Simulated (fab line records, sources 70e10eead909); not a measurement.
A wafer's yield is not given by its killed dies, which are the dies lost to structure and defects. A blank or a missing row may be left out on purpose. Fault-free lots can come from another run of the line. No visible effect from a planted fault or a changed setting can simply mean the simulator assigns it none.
Chamber matching / flow nandHarc / 4 sister chambers for NHARC_P_ZERO_WELL_DESCUM_26 on rieDiel-09
The step chemistry O2, time 3 s. 18 wafers are shown with their chamber, then 9 later ones without.

WAFERS PAIRED WITH THEIR CHAMBERS
wafer=L076.2; chamber=3; drypumpMotorCurrentA (A)=4.7; throttleValvePct (%)=11.314; oesProductAu (a.u.)=0.989
wafer=L076.5; chamber=3; drypumpMotorCurrentA (A)=4.7; throttleValvePct (%)=11.317; oesProductAu (a.u.)=0.998
wafer=L076.6; chamber=0; drypumpMotorCurrentA (A)=5.1; throttleValvePct (%)=11.308; oesProductAu (a.u.)=0.990
wafer=L079.2; chamber=0; drypumpMotorCurrentA (A)=5.1; throttleValvePct (%)=11.313; oesProductAu (a.u.)=0.989
wafer=L079.3; chamber=1; drypumpMotorCurrentA (A)=5.8; throttleValvePct (%)=11.321; oesProductAu (a.u.)=1.001
wafer=L079.6; chamber=0; drypumpMotorCurrentA (A)=5.1; throttleValvePct (%)=11.302; oesProductAu (a.u.)=0.995
wafer=L081.1; chamber=0; drypumpMotorCurrentA (A)=5.1; throttleValvePct (%)=11.320; oesProductAu (a.u.)=1.001
wafer=L081.2; chamber=2; drypumpMotorCurrentA (A)=5.4; throttleValvePct (%)=11.330; oesProductAu (a.u.)=1.009
wafer=L081.6; chamber=0; drypumpMotorCurrentA (A)=5.1; throttleValvePct (%)=11.318; oesProductAu (a.u.)=1.010
wafer=L083.2; chamber=2; drypumpMotorCurrentA (A)=5.4; throttleValvePct (%)=11.318; oesProductAu (a.u.)=1.011
wafer=L083.3; chamber=1; drypumpMotorCurrentA (A)=5.8; throttleValvePct (%)=11.317; oesProductAu (a.u.)=1.002
wafer=L083.4; chamber=0; drypumpMotorCurrentA (A)=5.1; throttleValvePct (%)=11.300; oesProductAu (a.u.)=0.999
wafer=L084.1; chamber=3; drypumpMotorCurrentA (A)=4.7; throttleValvePct (%)=11.308; oesProductAu (a.u.)=0.997
wafer=L084.5; chamber=3; drypumpMotorCurrentA (A)=4.7; throttleValvePct (%)=11.328; oesProductAu (a.u.)=1.013
wafer=L084.6; chamber=0; drypumpMotorCurrentA (A)=5.1; throttleValvePct (%)=11.324; oesProductAu (a.u.)=1.002
wafer=L086.2; chamber=0; drypumpMotorCurrentA (A)=5.1; throttleValvePct (%)=11.308; oesProductAu (a.u.)=1.017
wafer=L086.3; chamber=1; drypumpMotorCurrentA (A)=5.7; throttleValvePct (%)=11.329; oesProductAu (a.u.)=1.014
wafer=L086.5; chamber=1; drypumpMotorCurrentA (A)=5.7; throttleValvePct (%)=11.323; oesProductAu (a.u.)=1.009

SIGNATURES, as means of the wafers listed above
reading=drypumpMotorCurrentA; chamber 0=5.100; chamber 1=5.750; chamber 2=5.400; chamber 3=4.700; scatter within a chamber=0.0267
reading=throttleValvePct; chamber 0=11.31162; chamber 1=11.32250; chamber 2=11.32400; chamber 3=11.31675; scatter within a chamber=0.00792
reading=oesProductAu; chamber 0=1.00038; chamber 1=1.00650; chamber 2=1.01000; chamber 3=0.99925; scatter within a chamber=0.00868
Rule: for a wafer and a chamber, the distance is found by dividing, reading by reading, the gap between the wafer's reading and the chamber's mean by the reading's scatter, squaring, summing and taking the root. If the next closest chamber is less than 2 further off than the closest, the wafer can't be placed; otherwise it belongs to the closest. The scatter is the square root of a quotient: the sum, over the shown wafers, of each reading's squared deviation from its chamber's mean, divided by wafers minus chambers.

WAFERS WITH NO CHAMBER GIVEN
wafer=L088.2; drypumpMotorCurrentA (A)=5.1; throttleValvePct (%)=11.302; oesProductAu (a.u.)=1.016
wafer=L088.4; drypumpMotorCurrentA (A)=4.7; throttleValvePct (%)=11.314; oesProductAu (a.u.)=1.004
wafer=L088.5; drypumpMotorCurrentA (A)=4.7; throttleValvePct (%)=11.309; oesProductAu (a.u.)=1.013
wafer=L095.3; drypumpMotorCurrentA (A)=5.7; throttleValvePct (%)=11.308; oesProductAu (a.u.)=1.006
wafer=L095.5; drypumpMotorCurrentA (A)=5.7; throttleValvePct (%)=11.319; oesProductAu (a.u.)=1.000
wafer=L095.6; drypumpMotorCurrentA (A)=5.1; throttleValvePct (%)=11.325; oesProductAu (a.u.)=0.997
wafer=L096.1; drypumpMotorCurrentA (A)=5.4; throttleValvePct (%)=11.320; oesProductAu (a.u.)=1.007
wafer=L096.2; drypumpMotorCurrentA (A)=5.7; throttleValvePct (%)=11.329; oesProductAu (a.u.)=0.998
wafer=L096.3; drypumpMotorCurrentA (A)=5.1; throttleValvePct (%)=11.306; oesProductAu (a.u.)=1.011

CHAMBER TAKEN BY EACH
wafer=L088.2; from the rows above=0; in truth=0
wafer=L088.4; from the rows above=3; in truth=3
wafer=L088.5; from the rows above=3; in truth=3
wafer=L095.3; from the rows above=1; in truth=1
wafer=L095.5; from the rows above=1; in truth=1
wafer=L095.6; from the rows above=0; in truth=0
wafer=L096.1; from the rows above=2; in truth=2
wafer=L096.2; from the rows above=1; in truth=1
wafer=L096.3; from the rows above=0; in truth=0
Correct placement for 9 of the 9. Not placeable from these rows: 0. Number placed wrongly: 0.
